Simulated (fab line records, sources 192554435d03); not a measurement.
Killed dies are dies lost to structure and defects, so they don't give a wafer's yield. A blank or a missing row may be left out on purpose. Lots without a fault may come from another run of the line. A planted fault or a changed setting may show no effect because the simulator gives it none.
A struck lot beside a sound one | flow n5_finfet | 36 steps out of a route of 1938
Sound: wafers L122.2, L122.4, L122.5. Struck: wafer L132.5. (L132.4, L132.6 of the same lot were not struck and are left out.) The cause comes at the end.
At each step with rows: each side's tool, then ch and its chambers, then its first start. Under that, the readings that differ: sound wafers | struck wafers | difference of the means | sigmas: that difference in standard deviations of wafers without a fault.
alike: readings whose means differ by less than 2 such deviations, and words and numbers that are the same on both sides. not compared: withheld readings, readings that some wafer has no value for, bounds like >300 that may hide the same value, and numbers for which the record gives no deviation and whose values overlap.
The two part at a step that has a row with sigmas, a row that says differs or no value, or rows on one side only. Numbers that don't overlap but have no deviation are shown without sigmas and don't part them. A reading that every wafer of one side lacks parts them only if that side has two wafers or more.

first, 8 steps without rows for these wafers: N5_BEOL_M9_SPUTTER_48 (material Cu, target thk 12 nm, time 2 s); N5_BEOL_M9_ECD_50 (material Cu, target thk 318 nm); N5_BEOL_M9_ANNEAL_51 (time 90 s); N5_BEOL_M9_CMP_52 (polishes, stops on SiCOH lowk, t overpolish 7 s, target thk 140 nm); N5_BEOL_M9_PRE_CLEAN_55 (time 15 s); N5_BEOL_M9_DEP_56 (deposits SiCN from 3MS/NH3, target thk 15 nm, time 26.5 s); N5_BEOL_M10_ILD_DEP_00 (deposits SiCOH lowk from DEMS/porogen, target thk 308.51 nm, time 58 s); N5_BEOL_M10_CURE_71 (cures SiCOH lowk, time 240 s).
N5_BEOL_M10_PECVD_70: deposits SiO2 from TEOS/O2, target thk 20 nm, time 22.7 s.
  sound on pecvd-04 ch 0,1, day 9 21:32; struck on pecvd-04 ch 0, day 12 17:44
  reading                                     | sound        | struck | difference | sigmas
  model.SiO2_of_BEOL_M10_PECVD_70.thk_nm (nm) | 20 20.2 20.2 | 22.6   | +2.5       |
  alike: heater_power_w, showerhead_plenum_p_Torr, throttle_valve_pct
then, 24 steps without rows for these wafers: N5_BEOL_M10_HM_DEP_02 (deposits TiN, target thk 20 nm); N5_BEOL_M10_COAT_59 (time 60 s, resist thk 100 nm); N5_BEOL_M10_COAT_60 (time 60 s, resist thk 30 nm); N5_BEOL_M10_COAT_05 (resist thk 90 nm); N5_BEOL_M10_EBR_07; N5_BEOL_M10_SOFTBAKE_06 (time 60 s); N5_BEOL_M10_EXPOSE_08 (exposes mask M10); N5_BEOL_M10_PEB_09 (peb time 60 s); N5_BEOL_M10_DEVELOP_10 (develop time 30 s); N5_BEOL_M10_DESCUM_16 (chemistry O2, time 7.9 s); N5_BEOL_M10_ETCH_61 (etches SiARC in CF4, target depth 39 nm, time 65 s); N5_BEOL_M10_ETCH_62 (etches SOC in N2/H2, target depth 110 nm, overetch 22 nm, time 165 s); N5_BEOL_M10_STRIP_68 (strips in N2/H2); N5_BEOL_M10_STRIP_67 (strips in CF4); N5_BEOL_M10_HM_OPEN_17 (chemistry Cl2/BCl3, target TiN, target depth 20 nm, overetch 6 nm); N5_BEOL_M10_STRIP_19 (strips in O2); N5_BEOL_M10_COAT_63 (time 60 s, resist thk 100 nm); N5_BEOL_M10_COAT_64 (time 60 s, resist thk 30 nm); N5_BEOL_M10_COAT_22 (resist thk 90 nm); N5_BEOL_M10_EBR_24; N5_BEOL_M10_SOFTBAKE_23 (time 60 s); N5_BEOL_M10_EXPOSE_25 (exposes mask V9); N5_BEOL_M10_PEB_26 (peb time 60 s); N5_BEOL_M10_DEVELOP_27 (develop time 30 s).
N5_BEOL_M10_HM_STRIP_39: strips TiN in peroxide tin strip, target depth 25 nm, time 158 s.
  sound on wet_bench-05 ch 1,5,7, day 10 01:19; struck on wet_bench-01 ch 6, day 12 22:44
  reading                                     | sound      | struck | difference | sigmas
  model.SiO2_of_BEOL_M10_PECVD_70.thk_nm (nm) | 19.8 20 20 | 22.6   | +2.7       |
N5_BEOL_M10_CMP_52: polishes, stops on SiCOH lowk, t overpolish 7 s, target thk 140 nm.
  sound on cmp-02 ch 2,3, day 10 03:21; struck on cmp-03 ch 2, day 13 00:51
  reading                      | sound          | struck | difference | sigmas
  barrier_field_endpoint_s (s) | 28.3 29.7 29.3 | 32.8   | +3.7       | +6
  alike: motor_current_A
  not compared: pad_life_wafers
N5_PASSIVATION_PROBE_49:
  the record has rows for the sound wafers here (prober-01, day 11 23:04) and none for the struck ones

WHERE THEY PART
First at N5_BEOL_M10_CMP_52; last, within this record, at N5_PASSIVATION_PROBE_49.

WHY: what the simulator had put in
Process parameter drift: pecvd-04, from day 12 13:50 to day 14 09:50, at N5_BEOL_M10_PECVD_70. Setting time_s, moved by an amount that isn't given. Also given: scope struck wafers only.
